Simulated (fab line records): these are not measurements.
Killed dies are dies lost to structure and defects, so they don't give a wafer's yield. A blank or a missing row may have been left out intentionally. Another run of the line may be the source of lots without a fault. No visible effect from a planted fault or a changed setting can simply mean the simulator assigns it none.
Problem report, 8D (eight disciplines) form, completed by code ; flow n5 finfet ; the parts of the form that need people (team, actions taken, sign-off) are left out

== 1. WHAT WENT WRONG ==
Wafers free of any fault read 0.101 nA/um (standard deviation 0.01) for IOFF_P_LIN at N5_BEOL_M4_RC_MEAS_101, against a mean of 1.718 nA/um on 5 wafers of 2 lots. So: +99 or more standard deviations from the usual mean.
Seen first at day 12 07:57 on prober-02, wafer L242.2. Wafers with a number at this step in the record: 30, from 10 lots. By rule, "out" or "out of limits" means more than 4 standard deviations away from the usual mean. Any other wafer with a number is counted as sound.

== 2. WHAT IT IS, WHAT IT ISN'T ==
question;is;is not
which readings at this step;IOFF_P_LIN, IOFF_P, IOFF_P_85C, IOFF_P_LONG, ION_P, VT_N_LVT, VT_P, VT_P_LONG;DIBL_N, DIBL_P, SS_N, SS_P, VT_N
which lots;L242, L248;L228, L229, L231, L236, L237, L239, L243, L244
which wafers of those lots;L242.2, L242.3, L242.6, L248.3, L248.6;L248.4
read on which gauges;prober-01, prober-02;-
when;from day 12 07:57;"up to then (18 sound wafers); but 7 sound wafers of L243, L244, L248 came after"

== 3. THE SUSPECTS, EACH WITH WHAT RULES IT OUT ==
Counting: a tool at a process step up to the reading stays a suspect if it ran every lot that is out. Sound lots after the first of them don't rule it out here, since some wafers of a struck lot are sound.
- the gauge at N5_BEOL_M4_RC_MEAS_101: ruled out. Those wafers that are out were read across 2 gauges (prober-01, prober-02).
- ald hk-01 at N5_HKMG_FIN_ALD_74 (deposits La2O3, target thk 0.5 nm, pulse time 6 s, co reactant pulse time 1 s): kept. Ran every lot that is out, first one L242 (day 7 11:56); last sound lot up to then L239 (day 6 17:28).
- pvd sputter-02 at N5_BEOL_M4_ANNEAL_95 (time 240 s): kept. Ran every lot that is out, first one L242 (day 12 05:12); last sound lot up to then L236 (day 10 21:27).
- cvd co-01 at N5_BEOL_M4_CO_CAP_55 (material Co, precursor CCTBA/H2, target thk 2 nm, time 102.1 s): kept. Ran every lot that is out, first one L242 (day 12 06:12); last sound lot up to then L236 (day 10 22:59).
ald hk-01 at N5_HKMG_FIN_ALD_74, pvd sputter-02 at N5_BEOL_M4_ANNEAL_95 and cvd co-01 at N5_BEOL_M4_CO_CAP_55 are what is left after counting.

== 4. THE CAUSE (what the simulator had put in) ==
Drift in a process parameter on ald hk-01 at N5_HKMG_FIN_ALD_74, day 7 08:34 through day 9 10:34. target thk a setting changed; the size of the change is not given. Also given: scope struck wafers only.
3 suspects survive the count, and this tool is in that group.

== 5. SEQUENCE OF EFFECTS, ordered by route ==
Rows list readings where the struck wafers' mean (over those with a number) sits beyond 3 standard deviations from the usual. Readings are gone through only where the record gives a usual standard deviation; hours: the median, over the lots, of the time from a lot's start at the first step in this table giving one to that lot's start at this step; sigmas: the change measured in usual standard deviations.
hours;step;reading;usual;on struck wafers;change;sigmas
0;N5_BEOL_M4_RC_MEAS_101;IOFF_P;0.211 nA/um;3.694;+3.483;+99 or more
0;N5_BEOL_M4_RC_MEAS_101;IOFF_P_85C;3.7 nA/um;39.4;+35.7;+92
0;N5_BEOL_M4_RC_MEAS_101;IOFF_P_LIN;0.101 nA/um;1.718;+1.617;+99 or more
0;N5_BEOL_M4_RC_MEAS_101;IOFF_P_LONG;0.000107 nA/um;0.001415;+0.001308;+99 or more
0;N5_BEOL_M4_RC_MEAS_101;ION_P;463 uA/um;577;+114;+17
0;N5_BEOL_M4_RC_MEAS_101;VT_N_LVT;98.6 mV;176.3;+77.7;+32
0;N5_BEOL_M4_RC_MEAS_101;VT_P;-250.2 mV;-171.2;+79.0;+27
0;N5_BEOL_M4_RC_MEAS_101;VT_P_LONG;-275.1 mV;-195.9;+79.2;+32
122;N5_PASSIVATION_PROBE_49;sort n pass;1076;0;-1076;-63
122;N5_PASSIVATION_PROBE_49;sort yield pct;91.2 %;0.0;-91.2;-65
Here are the process steps it includes:
- N5_PASSIVATION_PROBE_49

== 6. WHAT WOULD HAVE CAUGHT IT SOONER ==
Counted from the fault's start at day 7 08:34, it took 119 hours until the first out-of-limits reading at a measuring or inspecting step in this record, taken at day 12 07:57.
Of the tool readings at N5_HKMG_FIN_ALD_74 for which the record gives a usual standard deviation, none was out on any struck wafer, so an alarm limit of 4 standard deviations on them would not have fired.
Each of the lots that are out, 2 in all, had begun N5_HKMG_FIN_ALD_74 on ald hk-01 no later than day 12 07:57. None of them would have been spared by holding the tool at that moment.
